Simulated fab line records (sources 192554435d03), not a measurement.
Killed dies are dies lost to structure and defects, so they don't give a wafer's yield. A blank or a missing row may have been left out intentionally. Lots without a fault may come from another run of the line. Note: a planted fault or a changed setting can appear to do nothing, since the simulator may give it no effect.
Code-filled problem report in 8D (eight disciplines) form / flow n5-finfet / the parts of the form that need people (team, actions taken, sign-off) are left out

== 1. WHAT IS WRONG ==
M6_THK at N5_BEOL_M6_THK_MEAS_53 reads a mean of 186.7 nm on 1 wafer of 1 lot; wafers without a fault read 79.8 nm with a standard deviation of 2.4. Measured from the usual mean, that is +45 standard deviations.
The step: measures by xrf.
Earliest sighting: wafer L189.6 on film-metro-02 at day 10 22:59. Wafers with a number at this step in the record: 23, from 8 lots. Rule for "out", or "out of limits": more than 4 standard deviations from the usual mean. The other wafers with a number count as sound.

== 2. WHAT IT IS AND WHAT IT IS NOT ==
question=which readings at this step | is=M6_THK | is not=-
question=which lots | is=L189 | is not=L182, L185, L186, L198, L199, L200, L204
question=which wafers of those lots | is=L189.6 | is not=L189.1, L189.3
question=read on which gauges | is=film-metro-02 | is not=film-metro-01
question=when | is=from day 10 22:59 | is not=up to then (10 sound wafers); but 12 sound wafers of L198, L199, L200, L204 came after

== 3. WHAT RULES OUT EACH SUSPECT ==
Counting: any tool at a process step up to the reading remains a suspect provided it ran every lot that is out. Sound lots after the first of them don't rule it out here, since some wafers of a struck lot are sound.
- the gauge at N5_BEOL_M6_THK_MEAS_53 has been ruled out. All the wafers that are out were read on film-metro-02, but those of them that N5_BEOL_M6_CMP_52 has rows for are out there too, on other tools.
- rie-diel-04 at N5_BEOL_M6_TRENCH_ETCH_37 (etches SiCOH lowk in C4F6/O2, target depth 94.435 nm, time 31.5 s): kept. The lot that is out, L189, ran on it at day 10 22:44; the last sound lot it ran before that was L186, at day 10 08:56. With no start given for some of its lots, N5_BEOL_M6_TRENCH_ETCH_37 uses the hours and lot order of N5_BEOL_M6_CMP_52.
- rie-diel-04 at N5_BEOL_M6_ETCH_41 (etches SiCN in CH3F/O2, target depth 29.7 nm, time 52 s): kept. The lot that is out, L189, ran on it at day 10 22:44; the last sound lot it ran before that was L186, at day 10 08:56. With no start given for some of its lots, N5_BEOL_M6_ETCH_41 uses the hours and lot order of N5_BEOL_M6_CMP_52.
- cmp-04 at N5_BEOL_M6_CMP_52 (polishes, stops on SiCOH lowk, t overpolish 6.9 s, target thk 80 nm): kept. The lot that is out, L189, ran on it at day 10 22:44; the last sound lot it ran before that was L186, at day 10 08:56. Its own readings are out on those wafers: barrier-field-endpoint-s, overpolish-run-s, time-to-endpoint-s.
- Within cmp-04 at N5_BEOL_M6_CMP_52: the wafers that are out ran in chamber 2; their sound lot-mates ran in chambers 0, 3.
Left after counting: rie-diel-04 at N5_BEOL_M6_TRENCH_ETCH_37, rie-diel-04 at N5_BEOL_M6_ETCH_41, cmp-04 at N5_BEOL_M6_CMP_52.

== 4. THE CAUSE (what the simulator had put in) ==
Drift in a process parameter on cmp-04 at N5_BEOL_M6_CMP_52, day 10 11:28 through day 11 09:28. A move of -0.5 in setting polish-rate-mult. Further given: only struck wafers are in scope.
After counting, 3 suspects remain, this tool included.

== 5. THE CHAIN OF EFFECTS, in route order ==
Rows list readings where the struck wafers' mean (over those with a number) sits beyond 3 standard deviations from the usual. Scope: only readings with a usual standard deviation given in the record; hours: median across lots of the time from each lot's start at the first step in this table that gives one to its start at this step; sigmas: change in usual standard deviations.
hours=0; step=N5_BEOL_M6_CMP_52; reading=barrier-field-endpoint-s; usual=28.6 s; on struck wafers=46.6; change=+18.0; sigmas=+26
hours=0; step=N5_BEOL_M6_CMP_52; reading=overpolish-run-s; usual=6.900 s; on struck wafers=0.043; change=-6.857; sigmas=-99 or more
hours=0; step=N5_BEOL_M6_CMP_52; reading=time-to-endpoint-s; usual=62 s; on struck wafers=82; change=+20; sigmas=+6.2
hours=0; step=N5_BEOL_M6_THK_MEAS_53; reading=M6_THK; usual=79.8 nm; on struck wafers=186.7; change=+106.9; sigmas=+45
hours=0; step=N5_BEOL_M6_INSPECT_58; reading=raw-defect-count; usual=69; on struck wafers=1388; change=+1319; sigmas=+63
hours=97; step=N5_PASSIVATION_PROBE_49; reading=defect-limited-yield; usual=91.0 %; on struck wafers=0.0; change=-91.0; sigmas=-70
hours=97; step=N5_PASSIVATION_PROBE_49; reading=killed_at_M4_up; usual=14; on struck wafers=1088; change=+1074; sigmas=+99 or more
hours=97; step=N5_PASSIVATION_PROBE_49; reading=killed-dies; usual=107; on struck wafers=1180; change=+1073; sigmas=+72
hours=97; step=N5_PASSIVATION_PROBE_49; reading=killed-on-rim; usual=15; on struck wafers=152; change=+137; sigmas=+30
hours=97; step=N5_PASSIVATION_PROBE_49; reading=sort-n-pass; usual=1073; on struck wafers=0; change=-1073; sigmas=-72
hours=97; step=N5_PASSIVATION_PROBE_49; reading=sort-yield-pct; usual=91.0 %; on struck wafers=0.0; change=-91.0; sigmas=-70
Its process steps:
- N5_BEOL_M6_CMP_52: polishes, stops on SiCOH lowk, t overpolish 6.9 s, target thk 80 nm.
- N5_PASSIVATION_PROBE_49

== 6. WHAT WOULD HAVE CAUGHT IT SOONER ==
The first out-of-limits reading at a measuring or inspecting step in this record came at day 10 22:59, 12 hours after the fault's start at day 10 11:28.
Tool's own readings at N5_BEOL_M6_CMP_52, barrier-field-endpoint-s, overpolish-run-s, time-to-endpoint-s: out on all struck wafers the step has rows for; an alarm limit on them would have tripped on the first.
All the lots that are out (1) had begun N5_BEOL_M6_CMP_52 on cmp-04 by day 10 22:59. None of them would have been spared by holding the tool at that moment.
